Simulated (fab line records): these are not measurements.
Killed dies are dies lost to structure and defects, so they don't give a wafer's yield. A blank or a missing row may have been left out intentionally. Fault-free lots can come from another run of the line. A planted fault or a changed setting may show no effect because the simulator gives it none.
Chamber matching -- flow nandHarc -- 4 sister chambers for NHARC_A_STAIRCASE_ETCH_313 on rieDiel-12
The step etches the open film in CF4/CHF3. 4 wafers are shown with their chamber, then 10 later ones without.

== EACH WAFER AND ITS CHAMBER ==
wafer,chamber,showerheadPlenumPTorr (Torr)
L081.2,0,1.53
L082.5,1,1.54
L086.1,2,1.67
L086.5,3,1.65

== WAFERS WHOSE CHAMBER IS MISSING ==
wafer,showerheadPlenumPTorr (Torr)
L086.6,1.67
L093.4,1.65
L093.5,1.65
L093.6,1.53
L091.1,1.67
L091.3,1.53
L091.4,1.53
L097.1,1.65
L097.5,1.64
L097.6,1.67

== WHICH CHAMBER EACH ONE RAN IN ==
wafer,from the rows above,in truth
L086.6,2,2
L093.4,3,3
L093.5,3,3
L093.6,0,0
L091.1,2,2
L091.3,0,0
L091.4,0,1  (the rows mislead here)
L097.1,3,3
L097.5,3,3
L097.6,2,2
Placed correctly: 9 of 10. Can't be placed from these rows: 0. Number placed wrongly: 1.
How it was worked out, from the rows above alone: a wafer's distance from a chamber is the root of the sum, over the readings, of the square of ((its reading less the chamber's mean) divided by the reading's scatter). If the next closest chamber is less than 2 further off than the closest, the wafer can't be placed; otherwise it belongs to the closest. For every chamber, the mean is computed from those of its wafers that are shown. The scatter: with one shown wafer a chamber, the root of the mean of the squares of how far each hidden wafer lies from its nearest shown one.
